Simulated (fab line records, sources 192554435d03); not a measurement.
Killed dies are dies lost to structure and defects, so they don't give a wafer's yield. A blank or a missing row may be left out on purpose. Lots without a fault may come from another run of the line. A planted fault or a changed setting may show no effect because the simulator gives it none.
fab line records | flow n5_finfet
record lots=14 wafers=42 last_day=19
route steps=1938 shown BEOL_M0_SAQP@635 BEOL_M4@1111
lots that met no fault: from a run of the same line without faults
start_h: hours from the record's first day to the start of the lot's first wafer shown | wait_h: hours since the lot's step before | " the same as in the row above | L1.1+2: a row that stands for several wafers | - no value, or no start given | * or withheld: withheld | < > ~ a bound
route shown NAME@n: a module of which the file shows steps, and the number in the route of the first | usual: mean/standard deviation of fault-free wafers | same: alike in all rows | chamber/n: place in a boat | sites: the reading at each site | _std_site: their standard deviation | _edge_site: outer sites' mean less inner sites' | radius_mm: how far each site lies from the wafer's centre | mask NAME#n: copy n | behind: the tool/chamber that last shaped the wafer | hold: why the lot was held/for how many hours/how that ended | device: the transistor (n, p or np) that didn't switch | end of line: the same wafers' tests at the end of the route | a step without rows: its recipe alone | killed: dies lost to structure and defects at the first sort, not the wafer's yield | map: a wafer's dies, x killed, . not, _ none there
set.NAME: the setting as run; set.NAME@STEP: as run at that earlier step | model.NAME: the simulator's own value behind a step, which no gauge read
steps of the route over a sample of lots; a table a step, a row a wafer
services: from which hour (start_h, from the record's first day; less than 0 if before it) a tool's chamber was out of use, for how many hours, and why
## steps
# step N5_BEOL_M0_SAQP_PECVD_03
# recipe material=SiCN target_thk_a=120 temp_c=withheld precursor=3MS/NH3 pressure_torr=3 rf_w=202 time_s=21.1
# usual showerhead_plenum_p_Torr=3.670/0.016 throttle_valve_pct=9.3/0.58
# columns lot.wafer tool chamber start_h wait_h showerhead_plenum_p_Torr throttle_valve_pct
L716.1 pecvd-01 1 111.75 0.1 3.668 9.7
L716.3 " 0 " " 3.696 10.2
L716.5 " 2 " " 3.638 8.5
L717.2 pecvd-04 2 116.88 0.1 3.657 8.9
L717.4 " 2 " " 3.645 9.0
L717.5 " 0 " " 3.675 9.2
L719.2 pecvd-01 2 128.61 0.1 3.640 8.3
L719.4 " 1 " " 3.671 9.4
L719.5 " 2 " " 3.641 8.4
L722.2 pecvd-04 0 144.12 0.1 3.674 9.7
L722.3 " 2 " " 3.651 8.7
L722.4 " 0 " " 3.676 9.5
L724.2 pecvd-01 0 150.93 0.1 3.683 10.4
L724.3 " 1 " " 3.678 9.6
L724.4 " 2 " " 3.639 8.1
L723.2 pecvd-01 1 156.63 0.1 3.665 9.5
L723.3 " 0 " " 3.688 10.1
L723.5 " 0 " " 3.689 10.2
L737.2 pecvd-03 1 233.85 0.1 3.651 9.3
L737.5 " 2 " " 3.666 9.3
L737.6 " 1 " " 3.670 9.3
L736.3 pecvd-04 2 233.91 0.1 3.649 8.2
L736.4 " 0 " " 3.683 9.6
L736.5 " 1 " " 3.679 9.1
L731.3 pecvd-04 1 234.18 0.1 3.686 9.1
L731.5 " 1 " " 3.682 9.3
L731.6 " 0 " " 3.677 9.4
L732.1 pecvd-03 2 234.23 0.1 3.658 9.6
L732.3 " 1 " " 3.661 9.4
L732.6 " 1 " " 3.666 9.4
L734.2 pecvd-03 1 234.61 0.1 3.656 9.4
L734.4 " 2 " " 3.667 9.2
L734.6 " 0 " " 3.676 9.5
L735.2 pecvd-01 1 234.76 0.1 3.672 9.4
L735.3 " 1 " " 3.662 9.7
L735.6 " 0 " " 3.691 10.4
L728.3 pecvd-01 0 235.14 0.1 3.695 10.1
L728.4 " 1 " " 3.673 9.6
L728.5 " 0 " " 3.685 10.0
L739.1 pecvd-01 0 254.04 0.1 3.687 10.1
L739.3 " 2 " " 3.637 8.4
L739.6 " 0 " " 3.683 10.3
# step N5_BEOL_M0_SAQP_SPACER1_ETCHBACK_99
# recipe chemistry=CHF3/O2 mode=anisotropic_etchback target=SiO2 target_depth_a=154 time_s=7.7 pressure_mtorr=30 source_w=650 bias_w=170 Ar_flow_sccm=200 CHF3_flow_sccm=50 O2_flow_sccm=5 ion_energy_ev=200
# usual CHF3_flow_sccm=50.00/0.15 O2_flow_sccm=5.001/0.015 drypump_motor_current_A=5.5/0.63 oes_product_au=0.75/0.067 rf_vpp_V=528/10 showerhead_plenum_p_Torr=2.43/0.064 throttle_valve_pct=19.02/0.2
# columns lot.wafer tool chamber start_h wait_h CHF3_flow_sccm O2_flow_sccm drypump_motor_current_A oes_product_au rf_hours_counter_h rf_vpp_V showerhead_plenum_p_Torr throttle_valve_pct
L716.1 rie_diel-05 2 114.37 0.3 50.16 5.002 5.3 0.71 190 525 2.50 18.96
L716.3 " 0 " " 49.74 5.019 6.7 0.72 181 529 2.32 19.33
L716.5 " 2 " " 50.04 4.970 5.3 0.71 - 524 2.50 18.95
L717.2 rie_diel-05 1 119.89 0.3 50.22 5.015 6.7 0.75 140 510 2.34 19.09
L717.4 " 1 " " 50.13 4.998 6.7 0.76 - 510 2.34 19.09
L717.5 " 0 " " 50.25 4.996 6.7 0.72 - 530 2.31 19.34
L719.2 rie_diel-06 3 130.86 0.3 49.96 5.008 5.4 0.75 160 519 2.42 19.06
L719.4 " 0 " " 49.99 5.016 6.4 0.85 - 515 2.53 18.57
L719.5 " 1 " " 49.99 4.985 5.4 0.72 - 525 2.39 18.92
L722.2 rie_diel-05 0 146.63 0.3 49.82 4.984 6.7 0.71 192 529 2.31 19.36
L722.3 " 3 " " 50.03 5.013 4.9 0.96 7 520 2.55 18.77
L722.4 " 1 " " 50.16 4.981 6.7 0.74 148 510 2.33 19.11
L724.2 rie_diel-05 2 152.99 0.3 - - - - - - - -
L724.3 " 3 " " - - - - - - - -
L724.4 " 1 " " - - - - - - - -
L723.2 rie_diel-06 3 158.79 0.3 - - - - - - - -
L723.3 " 0 " " - - - - - - - -
L723.5 " 2 " " - - - - - - - -
L737.2 rie_diel-01 2 236.96 0.3 49.73 5.030 5.5 0.74 168 542 2.41 19.19
L737.5 " 1 " " 49.87 5.011 5.2 0.67 - 529 2.48 18.96
L737.6 " 0 " " 49.88 4.988 5.0 0.75 - 546 2.48 19.12
L736.3 rie_diel-06 3 237.30 0.3 49.92 4.986 5.4 0.73 187 519 2.41 19.09
L736.4 " 0 " " 49.99 5.003 6.4 0.81 86 517 2.52 18.63
L736.5 " 0 " " 50.00 4.988 6.4 0.81 - 516 2.52 18.62
L731.3 rie_diel-06 0 237.41 0.3 50.04 5.017 6.4 0.80 86 517 2.52 18.62
L731.5 " 3 " " 50.10 5.002 5.4 0.72 - 518 2.41 19.08
L731.6 " 0 " " 50.08 5.012 6.4 0.81 - 517 2.52 18.60
L732.1 rie_diel-06 1 237.73 0.3 50.11 5.020 5.4 0.71 201 526 2.38 18.98
L732.3 " 0 " " 49.63 5.008 6.4 0.81 86 518 2.52 18.62
L732.6 " 2 " " 50.11 4.985 6.5 0.88 - 519 2.38 18.63
L734.2 rie_diel-06 0 238.22 0.3 49.99 4.991 6.4 0.81 86 518 2.52 18.61
L734.4 " 2 " " 49.76 4.997 6.5 0.89 19 520 2.38 18.62
L734.6 " 2 " " 50.15 5.033 6.5 0.89 - 520 2.38 18.61
L735.2 rie_diel-01 3 238.81 0.5 50.14 4.988 4.7 0.69 245 526 2.37 19.24
L735.3 " 2 " " 49.97 5.002 5.6 0.75 169 543 2.41 19.18
L735.6 " 1 " " 49.98 5.011 5.2 0.67 - 530 2.48 18.96
L728.3 rie_diel-01 2 238.93 0.3 50.11 5.015 5.6 0.74 169 543 2.41 19.19
L728.4 " 0 " " 49.91 5.052 5.0 0.75 178 545 2.48 19.13
L728.5 " 2 " " 50.04 5.009 5.5 0.74 - 542 2.41 19.19
L739.1 rie_diel-06 2 256.73 0.3 50.07 5.016 6.5 0.87 27 520 2.37 18.63
L739.3 " 3 " " 49.98 4.982 5.4 0.72 195 518 2.41 19.10
L739.6 " 1 " " 49.91 4.989 5.4 0.69 - 525 2.38 18.97
# step N5_BEOL_M0_SAQP_MANDREL1_REMOVE_100
# recipe chemistry=HBr/Cl2/O2 bt_time_s=10 target=a-Si stop_on=SiNx endpoint=OES-SiCl over_etch_frac=0.85 icp_w=600 bias_w=30 HBr_flow_sccm=150 Cl2_flow_sccm=80 O2_flow_sccm=5 pressure_mtorr=10
# usual drypump_motor_current_A=5.6/0.58 oes_product_au=1.001/0.019 throttle_valve_pct=36.8/0.45
# columns lot.wafer tool chamber start_h wait_h drypump_motor_current_A oes_product_au rf_hours_counter_h throttle_valve_pct
L716.1 rie_si-03 1 114.46 0.1 5.3 0.992 19 36.5
L716.3 " 2 " " 5.9 1.000 189 36.7
L716.5 " 1 " " 5.3 0.996 - 36.5
L717.2 rie_si-03 1 119.98 0.1 5.3 0.987 19 36.5
L717.4 " 3 " " 6.7 0.990 99 37.1
L717.5 " 1 " " 5.3 1.001 - 36.5
L719.2 rie_si-04 1 130.95 0.1 6.0 0.996 9 36.4
L719.4 " 3 " " 6.3 1.023 74 35.9
L719.5 " 1 " " 6.0 0.996 - 36.4
L722.2 rie_si-03 2 146.72 0.1 5.9 1.018 190 36.7
L722.3 " 0 " " 4.9 0.982 91 36.6
L722.4 " 3 " " 6.7 0.991 99 37.1
L724.2 rie_si-05 3 153.07 0.1 5.1 0.374 117 37.7
L724.3 " 2 " " 6.4 0.383 5 37.1
L724.4 " 1 " " 5.4 0.379 43 36.7
L723.2 rie_si-05 2 158.88 0.1 6.4 0.385 5 37.1
L723.3 " 3 " " 5.1 0.375 117 37.7
L723.5 " 2 " " 6.4 0.388 - 37.1
L737.2 rie_si-05 1 237.04 0.1 5.4 1.006 44 36.7
L737.5 " 1 " " 5.4 1.004 - 36.7
L737.6 " 2 " " 6.4 1.029 - 37.1
L736.3 rie_si-05 2 237.39 0.1 6.4 1.029 6 37.1
L736.4 " 1 " " 5.4 1.020 44 36.7
L736.5 " 0 " " 5.5 0.990 - 36.5
L731.3 rie_si-04 0 237.49 0.1 4.7 0.999 82 36.2
L731.5 " 1 " " 6.0 0.984 - 36.4
L731.6 " 0 " " 4.7 0.996 - 36.2
L732.1 rie_si-03 1 237.81 0.1 5.3 0.991 22 36.5
L732.3 " 3 " " 6.7 0.987 100 37.1
L732.6 " 1 " " 5.3 0.994 - 36.5
L734.2 rie_si-05 3 238.31 0.1 5.1 0.974 119 37.7
L734.4 " 1 " " 5.4 1.004 44 36.7
L734.6 " 0 " " 5.5 0.997 - 36.4
L735.2 rie_si-03 0 238.89 0.1 4.9 0.977 93 36.6
L735.3 " 1 " " 5.3 0.995 22 36.5
L735.6 " 0 " " 4.9 0.984 - 36.6
L728.3 rie_si-05 0 239.02 0.1 5.5 0.986 34 36.5
L728.4 " 3 " " 5.0 0.976 119 37.7
L728.5 " 3 " " 5.1 0.989 - 37.7
L739.1 rie_si-05 1 256.81 0.1 5.4 1.016 45 36.7
L739.3 " 0 " " 5.5 0.994 35 36.4
L739.6 " 2 " " 6.4 1.044 - 37.1
# step N5_BEOL_M0_SAQP_CD_MEAS_25
# recipe target_cd_nm=13.1 landing_energy_ev=1000 detector=se_inlens
# usual cd_nm=12.82/0.23
# columns lot.wafer tool chamber start_h wait_h cd_nm
L716.1 cd_sem-01 0 114.57 0.1 12.86
L716.3 " 0 " " 12.74
L716.5 " 0 " " 13.16
L717.2 cd_sem-03 0 120.09 0.1 12.86
L717.4 " 0 " " 12.85
L717.5 " 0 " " 12.94
L719.2 cd_sem-03 0 131.06 0.1 12.50
L719.4 " 0 " " 12.54
L719.5 " 0 " " 13.20
L722.2 cd_sem-02 0 146.83 0.1 12.62
L722.3 " 0 " " 12.95
L722.4 " 0 " " 12.90
L724.2 cd_sem-02 0 153.18 0.1 -
L724.3 " 0 " " -
L724.4 " 0 " " -
L723.2 cd_sem-03 0 158.99 0.1 -
L723.3 " 0 " " -
L723.5 " 0 " " -
L737.2 cd_sem-01 0 237.15 0.1 13.13
L737.5 " 0 " " 12.85
L737.6 " 0 " " 12.69
L736.3 cd_sem-02 0 237.50 0.1 12.62
L736.4 " 0 " " 12.62
L736.5 " 0 " " 12.57
L731.3 cd_sem-02 0 237.61 0.1 13.03
L731.5 " 0 " " 12.91
L731.6 " 0 " " 12.93
L732.1 cd_sem-02 0 237.92 0.1 12.91
L732.3 " 0 " " 13.05
L732.6 " 0 " " 13.02
L734.2 cd_sem-03 0 238.42 0.1 13.04
L734.4 " 0 " " 12.95
L734.6 " 0 " " 12.88
L735.2 cd_sem-03 0 239.00 0.1 12.88
L735.3 " 0 " " 12.98
L735.6 " 0 " " 12.52
L728.3 cd_sem-02 0 239.13 0.1 13.12
L728.4 " 0 " " 13.03
L728.5 " 0 " " 12.44
L739.1 cd_sem-02 0 256.92 0.1 13.07
L739.3 " 0 " " 12.91
L739.6 " 0 " " 12.94
# step N5_BEOL_M0_SAQP_ETCH_101
# recipe chemistry=CH3F/O2 target=SiNx mask_material=SiO2 target_depth_a=299 time_s=42.7 pressure_mtorr=30 source_w=395 bias_w=73 Ar_flow_sccm=150 CH3F_flow_sccm=30 O2_flow_sccm=20 ion_energy_ev=120
# usual drypump_motor_current_A=5.6/0.63 oes_product_au=0.75/0.065 rf_vpp_V=299/5.9 showerhead_plenum_p_Torr=2.02/0.055 throttle_valve_pct=16.47/0.22
# columns lot.wafer tool chamber start_h wait_h drypump_motor_current_A oes_product_au rf_hours_counter_h rf_vpp_V showerhead_plenum_p_Torr throttle_valve_pct
L716.1 rie_diel-05 1 114.61 0.0 6.7 0.75 137 291 1.94 16.56
L716.3 " 0 " " 6.7 0.73 181 300 1.92 16.78
L716.5 " 1 " " 6.7 0.75 - 290 1.94 16.54
L717.2 rie_diel-05 0 120.13 0.0 6.7 0.72 184 300 1.92 16.79
L717.4 " 1 " " 6.7 0.74 - 290 1.94 16.55
L717.5 " 0 " " 6.7 0.72 - 301 1.92 16.77
L719.2 rie_diel-01 0 131.10 0.0 5.0 0.77 141 310 2.08 16.55
L719.4 " 1 " " 5.2 0.70 209 300 2.07 16.41
L719.5 " 1 " " 5.2 0.70 - 302 2.07 16.37
L722.2 rie_diel-01 2 146.87 0.0 5.5 0.78 139 307 2.01 16.60
L722.3 " 1 " " 5.2 0.70 215 300 2.07 16.40
L722.4 " 3 " " 4.7 0.72 214 300 1.98 16.65
L724.2 rie_diel-01 3 153.22 0.0 4.7 0.27 216 302 1.98 16.60
L724.3 " 1 " " 5.2 0.26 218 301 2.07 16.35
L724.4 " 2 " " 5.5 0.29 140 309 2.01 16.54
L723.2 rie_diel-01 0 159.11 0.1 5.0 0.29 151 310 2.08 16.52
L723.3 " 2 " " 5.5 0.30 142 308 2.01 16.54
L723.5 " 1 " " 5.2 0.26 - 301 2.07 16.36
L737.2 rie_diel-06 0 237.22 0.1 6.4 0.82 86 294 2.09 16.09
L737.5 " 3 " " 5.4 0.73 - 293 2.00 16.52
L737.6 " 0 " " 6.4 0.80 - 293 2.09 16.10
L736.3 rie_diel-01 1 237.55 0.0 5.2 0.67 246 300 2.06 16.47
L736.4 " 2 " " 5.6 0.74 169 306 2.00 16.66
L736.5 " 0 " " 5.0 0.75 - 308 2.07 16.62
L731.3 rie_diel-01 3 237.68 0.1 4.7 0.69 245 298 1.97 16.72
L731.5 " 1 " " 5.2 0.67 - 300 2.06 16.46
L731.6 " 0 " " 5.0 0.75 - 309 2.07 16.61
L732.1 rie_diel-01 1 238.01 0.1 5.2 0.68 246 301 2.06 16.46
L732.3 " 3 " " 4.7 0.69 245 299 1.97 16.71
L732.6 " 1 " " 5.2 0.67 - 300 2.06 16.47
L734.2 rie_diel-06 0 238.46 0.0 6.4 0.81 87 294 2.09 16.08
L734.4 " 1 " " 5.4 0.71 201 298 1.98 16.48
L734.6 " 2 " " 6.5 0.89 - 294 1.97 16.03
L735.2 rie_diel-01 3 239.04 0.0 4.7 0.69 245 298 1.97 16.71
L735.3 " 1 " " 5.2 0.68 246 301 2.06 16.45
L735.6 " 1 " " 5.2 0.68 - 300 2.06 16.46
L728.3 rie_diel-05 0 239.29 0.2 6.7 0.68 227 299 1.90 16.87
L728.4 " 1 " " 6.7 0.71 182 289 1.92 16.64
L728.5 " 2 " " 5.3 0.68 - 297 2.07 16.54
L739.1 rie_diel-01 0 257.25 0.3 5.1 0.74 186 310 2.06 16.63
L739.3 " 3 " " 4.8 0.69 254 299 1.96 16.73
L739.6 " 2 " " 5.6 0.74 - 308 1.99 16.67
# step N5_BEOL_M0_SAQP_STRIP_108
# recipe chemistry=N2/H2 power_w=500 temp_c=40 pressure_mtorr=50 rf_frequency_hz=6e+07 overash_fraction=0.3 bias_power_w=28 h2_frac=0.5 n2_flow_sccm=300 h2_flow_sccm=300
# usual drypump_motor_current_A=5.6/0.68 oes_product_au=0.74/0.068 rf_vpp_V=122.0/0.96 showerhead_plenum_p_Torr=3.38/0.12 temp_c=40.02/0.11 throttle_valve_pct=19.01/0.25
# columns lot.wafer tool chamber start_h wait_h drypump_motor_current_A oes_product_au rf_hours_counter_h rf_vpp_V showerhead_plenum_p_Torr temp_c throttle_valve_pct
L716.1 rie_diel-05 0 115.38 0.0 6.7 0.70 182 121.8 3.19 39.74 19.42
L716.3 " 1 " " 6.7 0.74 138 121.4 3.22 40.02 19.08
L716.5 " 0 " " 6.7 0.71 - 120.4 3.19 40.01 19.41
L717.2 rie_diel-01 3 120.89 0.0 4.7 0.72 207 121.0 3.33 40.06 19.12
L717.4 " 1 " " 5.2 0.71 208 121.7 3.46 40.03 18.84
L717.5 " 2 " " 5.6 0.79 - 120.4 3.34 40.01 18.87
L719.2 rie_diel-06 1 131.95 0.0 5.4 0.74 175 121.0 3.33 39.97 18.93
L719.4 " 3 " " 5.5 0.75 - 121.9 3.35 39.91 19.20
L719.5 " 1 " " 5.4 0.74 - 123.2 3.33 39.84 18.90
L722.2 rie_diel-05 0 147.66 0.0 6.7 0.71 192 121.1 3.18 40.01 19.43
L722.3 " 1 " " 6.7 0.75 148 121.2 3.22 39.92 19.09
L722.4 " 3 " " 4.9 0.96 7 123.1 3.59 40.00 18.76
L724.2 rie_diel-05 3 153.99 0.0 4.9 0.95 9 124.4 3.59 40.07 18.74
L724.3 " 2 " " 5.3 0.71 202 120.4 3.46 39.87 18.83
L724.4 " 1 " " 6.7 0.74 150 122.3 3.21 40.19 19.08
L723.2 rie_diel-01 0 159.93 0.0 5.0 0.78 152 122.4 3.49 39.99 19.16
L723.3 " 2 " " 5.6 0.78 143 121.3 3.34 40.05 18.91
L723.5 " 1 " " 5.2 0.69 - 123.1 3.45 40.11 18.87
L737.2 rie_diel-01 3 238.29 0.0 4.7 0.69 245 120.1 3.31 39.98 19.20
L737.5 " 1 " " 5.2 0.67 - 121.6 3.43 40.10 18.90
L737.6 " 0 " " 5.0 0.76 - 123.2 3.48 40.06 19.21
L736.3 rie_diel-05 3 238.64 0.0 4.9 0.89 40 122.4 3.58 39.96 18.81
L736.4 " 1 " " 6.7 0.71 181 121.6 3.20 39.97 19.14
L736.5 " 2 " " 5.3 0.69 - 121.2 3.45 40.12 18.86
L731.3 rie_diel-05 2 238.78 0.0 5.3 0.69 224 122.4 3.45 40.04 18.87
L731.5 " 0 " " 6.7 0.68 - 120.5 3.16 39.93 19.51
L731.6 " 3 " " 5.0 0.88 - 123.5 3.58 40.03 18.82
L732.1 rie_diel-01 2 239.27 0.0 5.5 0.74 170 121.6 3.32 40.04 18.96
L732.3 " 0 " " 5.0 0.76 178 123.2 3.48 39.89 19.22
L732.6 " 0 " " 5.0 0.76 - 121.6 3.48 39.85 19.21
L734.2 rie_diel-05 1 240.32 0.0 6.7 0.71 182 120.6 3.20 40.13 19.15
L734.4 " 2 " " 5.3 0.69 225 122.0 3.45 40.11 18.88
L734.6 " 1 " " 6.7 0.72 - 121.4 3.20 40.08 19.15
L735.2 rie_diel-05 0 240.97 0.0 6.7 0.67 228 121.7 3.16 40.07 19.51
L735.3 " 3 " " 4.9 0.88 41 123.2 3.57 40.02 18.83
L735.6 " 2 " " 5.3 0.69 - 121.8 3.45 40.04 18.87
L728.3 rie_diel-01 3 241.19 0.0 4.7 0.68 247 121.6 3.30 39.94 19.19
L728.4 " 0 " " 5.0 0.76 179 122.2 3.48 39.90 19.21
L728.5 " 1 " " 5.2 0.67 - 121.4 3.43 40.12 18.92
L739.1 rie_diel-06 1 258.21 0.0 5.4 0.70 210 121.4 3.31 40.02 18.96
L739.3 " 0 " " 6.4 0.80 95 122.8 3.53 39.92 18.49
L739.6 " 1 " " 5.4 0.71 - 121.9 3.31 40.02 18.96
# step N5_BEOL_M0_SAQP_SPACER2_ALD_26
# recipe material=SiO2 target_thk_a=150 temp_c=300 ald_precursor_family=BDEAS ald_co_reactant=O2-plasma pulse_time_s=1 purge_time_s=2 co_reactant_purge_time_s=2 pressure_torr=2
# usual heater_power_w=471/47 precursor_pulse_height_rel=0.996/0.019
# same purge_time_s=2
# columns lot.wafer tool chamber start_h wait_h heater_power_w precursor_pulse_height_rel
L716.1 ald_sin-04 3 115.63 0.2 506 1.009
L716.3 " 0 " " 441 0.978
L716.5 " 0 " " 433 1.006
L717.2 ald_sin-04 2 121.10 0.1 547 0.999
L717.4 " 3 " " 511 1.001
L717.5 " 0 " " 432 0.982
L719.2 ald_sin-01 2 132.16 0.1 485 0.981
L719.4 " 0 " " 518 0.992
L719.5 " 1 " " 443 0.991
L722.2 ald_sin-04 1 147.87 0.1 434 0.974
L722.3 " 3 " " 519 1.020
L722.4 " 2 " " 540 0.986
L724.2 ald_sin-04 2 154.19 0.1 553 0.988
L724.3 " 1 " " 453 0.985
L724.4 " 0 " " 449 1.037
L723.2 ald_sin-04 1 160.28 0.2 458 0.996
L723.3 " 3 " " 509 1.027
L723.5 " 1 " " 446 0.994
L737.2 ald_sin-03 0 239.27 0.2 529 0.976
L737.5 " 1 " " 408 1.008
L737.6 " 2 " " 381 1.001
L736.3 ald_sin-03 1 240.03 0.1 409 1.008
L736.4 " 2 " " 389 0.984
L736.5 " 2 " " 382 0.978
L731.3 ald_sin-01 2 242.28 2.2 485 0.998
L731.5 " 0 " " 533 1.010
L731.6 " 1 " " 441 0.988
L732.1 ald_sin-04 3 242.49 2.0 519 1.005
L732.3 " 0 " " 445 1.000
L732.6 " 1 " " 439 1.008
L734.2 ald_sin-01 2 242.80 1.8 479 0.991
L734.4 " 3 " " 492 0.974
L734.6 " 1 " " 438 0.965
L735.2 ald_sin-03 2 243.25 2.0 378 1.009
L735.3 " 0 " " 522 0.965
L735.6 " 0 " " 531 1.012
L728.3 ald_sin-01 2 243.48 2.1 487 0.991
L728.4 " 1 " " 447 0.981
L728.5 " 3 " " 500 0.966
L739.1 ald_sin-01 3 258.46 0.1 499 1.002
L739.3 " 1 " " 446 1.005
L739.6 " 1 " " 449 0.975
# step N5_BEOL_M4_RC_MEAS_101
# usual DIBL_N=36.3/1.9 DIBL_P=36.0/2.1 IOFF_N=0.16/0.031 IOFF_P=0.21/0.035 ION_N=675/14 ION_P=464/8.5 SS_N=71.5/0.6 SS_P=73.3/0.72 VT_N=250/3.2 VT_P=-250/3.1
# columns lot.wafer tool chamber start_h wait_h DIBL_N[mV/V] DIBL_P[mV/V] IOFF_N[nA/um] IOFF_P[nA/um] ION_N[uA/um] ION_P[uA/um] SS_N[mV/dec] SS_P[mV/dec] VT_N[mV] VT_P[mV]
L716.1 prober-02 0 162.43 0.0 37.9 38.3 0.19 0.27 683 472 71.8 74.1 247 -245
L716.3 " 0 " " 38.2 39.7 0.21 0.31 705 484 71.7 74.4 245 -244
L716.5 " 0 " " 37.5 38.2 0.19 0.27 688 470 71.7 74.0 245 -246
L717.2 prober-02 0 173.52 0.2 33.9 34.2 0.12 0.18 658 458 71.0 72.4 252 -251
L717.4 " 0 " " 36.2 36.9 0.16 0.23 668 462 71.5 73.3 250 -248
L717.5 " 0 " " 35.7 35.3 0.14 0.21 656 454 70.8 72.4 252 -249
L719.2 prober-01 0 183.01 0.2 34.5 36.0 0.14 0.19 691 475 70.4 73.7 249 -252
L719.4 " 0 " " 34.5 36.8 0.14 0.20 673 464 70.9 74.3 251 -250
L719.5 " 0 " " 39.1 41.7 0.24 0.29 698 470 71.9 74.9 242 -247
L722.2 prober-02 0 198.42 0.2 39.9 40.2 0.22 0.26 692 471 72.2 75.1 247 -246
L722.3 " 0 " " 38.3 37.8 0.18 0.23 689 473 71.7 73.6 247 -246
L722.4 " 0 " " 37.1 35.9 0.17 0.21 701 477 71.5 74.6 246 -248
L737.2 prober-02 0 288.12 0.2 38.4 36.3 0.17 0.21 663 453 72.6 73.2 250 -250
L737.5 " 0 " " 35.6 34.7 0.12 0.19 668 464 71.1 73.2 252 -251
L737.6 " 0 " " 38.0 37.4 0.16 0.22 676 460 72.0 74.0 248 -246
L736.3 prober-01 0 289.68 0.3 35.2 36.5 0.14 0.17 678 458 70.4 72.9 248 -257
L736.4 " 0 " " 35.7 36.8 0.16 0.18 681 457 71.7 73.2 248 -254
L736.5 " 0 " " 37.2 39.7 0.19 0.22 698 471 72.5 73.5 246 -250
L732.1 prober-02 0 295.30 0.0 39.3 40.2 0.22 0.29 696 484 72.3 74.4 246 -245
L732.3 " 0 " " 36.0 35.6 0.15 0.19 694 475 70.8 73.4 249 -251
L732.6 " 0 " " 36.2 36.0 0.15 0.20 686 472 71.5 73.3 249 -252
L731.3 prober-01 0 302.67 0.3 33.1 32.6 0.11 0.14 665 450 69.9 72.3 255 -255
L731.5 " 0 " " 37.4 37.9 0.17 0.21 680 470 71.8 73.6 253 -252
L731.6 " 0 " " 33.9 34.1 0.12 0.15 664 453 70.9 72.7 254 -255
L734.2 prober-02 0 307.71 0.2 37.5 35.8 0.16 0.21 694 471 71.5 74.1 249 -249
L734.4 " 0 " " 39.9 38.6 0.21 0.25 683 462 72.6 74.0 245 -247
L734.6 " 0 " " 40.5 39.5 0.24 0.27 715 481 72.2 74.0 244 -245
L735.2 prober-01 0 321.02 0.2 36.4 36.4 0.18 0.21 668 460 72.1 73.0 249 -249
L735.3 " 0 " " 36.8 38.3 0.19 0.24 685 466 71.9 74.0 247 -248
L735.6 " 0 " " 36.2 37.6 0.18 0.25 681 469 71.6 74.3 246 -246
L728.3 prober-01 0 326.96 0.3 36.0 36.1 0.17 0.25 686 473 71.2 72.8 246 -243
L728.4 " 0 " " 35.6 35.3 0.16 0.23 681 468 71.7 72.9 247 -249
L728.5 " 0 " " 36.2 35.1 0.17 0.22 678 467 71.7 73.2 247 -248
L739.1 prober-01 0 340.67 0.0 36.2 36.7 0.15 0.21 668 460 71.1 73.1 250 -249
L739.3 " 0 " " 36.5 36.7 0.15 0.21 668 458 70.7 73.2 251 -248
L739.6 " 0 " " 36.9 37.3 0.16 0.21 665 457 71.4 74.1 251 -250
## services
# columns tool chamber start_h hours kind
ald_sin-03 1 87.95 25.1 repair
rie_diel-05 3 93.56 - clean
ald_sin-03 - 111.24 6.0 pm
rie_si-03 0 125.66 9.2 repair
pecvd-04 0 128.16 4.9 repair
rie_si-03 - 129.77 0.4 repair
pecvd-01 - 157.17 2.1 repair
ald_sin-03 - 157.30 0.3 repair
rie_diel-05 2 167.42 14.2 repair
rie_diel-06 - 168.33 28.1 pm
ald_sin-04 3 173.31 5.0 repair
rie_si-03 3 183.85 32.6 repair
rie_si-04 - 194.70 2.8 pm
rie_si-03 1 198.13 6.3 repair
ald_sin-01 3 204.32 16.5 repair
rie_si-05 0 208.92 5.1 repair
ald_sin-03 3 213.18 5.4 repair
rie_diel-01 1 249.23 - clean
rie_diel-01 1 249.23 - consumable_replace:focus_ring
rie_diel-01 1 249.23 20.2 scheduled_down
rie_diel-01 1 249.23 20.2 vent_cycle
rie_si-03 3 253.67 12.9 repair
rie_diel-05 - 253.99 4.3 pm
rie_si-03 - 254.68 0.1 repair
## key
first_sign step=N5_BEOL_M0_SAQP_SPACER1_ETCHBACK_99 reading=tool_record direction=missing
effect step=N5_BEOL_M0_SAQP_MANDREL1_REMOVE_100 reading=oes_product_au direction=down sigmas=33 usual=1.001 struck=0.381
effect step=N5_BEOL_M0_SAQP_CD_MEAS_25 reading=cd_nm direction=missing
effect step=N5_BEOL_M0_SAQP_ETCH_101 reading=oes_product_au direction=down sigmas=7.3 usual=0.75 struck=0.28
met_at N5_BEOL_M0_SAQP_SPACER1_ETCHBACK_99
struck_lots L723,L724
later_rows_left_out L723.2,L723.3,L723.5,L724.2,L724.3,L724.4
sort_left_out L723.2,L723.3,L723.5,L724.2,L724.3,L724.4
not_acting_at N5_BEOL_M0_SAQP_PECVD_03,N5_BEOL_M0_SAQP_STRIP_108,N5_BEOL_M0_SAQP_SPACER2_ALD_26
onset_between 146.63 152.99
fault kind=skipped_step_whole tool=rie_diel-05,rie_diel-06 chamber=- onset_h=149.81 steps=N5_BEOL_M0_SAQP_SPACER1_ETCHBACK_99 scope=struck_lots_only
# sort_left_out: the simulated sort isn't trusted on such a fault, so these wafers' sort isn't shown, and their yield isn't known
# later_rows_left_out: the simulator's readings of these wafers behind a module that went badly wrong aren't trusted and aren't shown, but for the sort
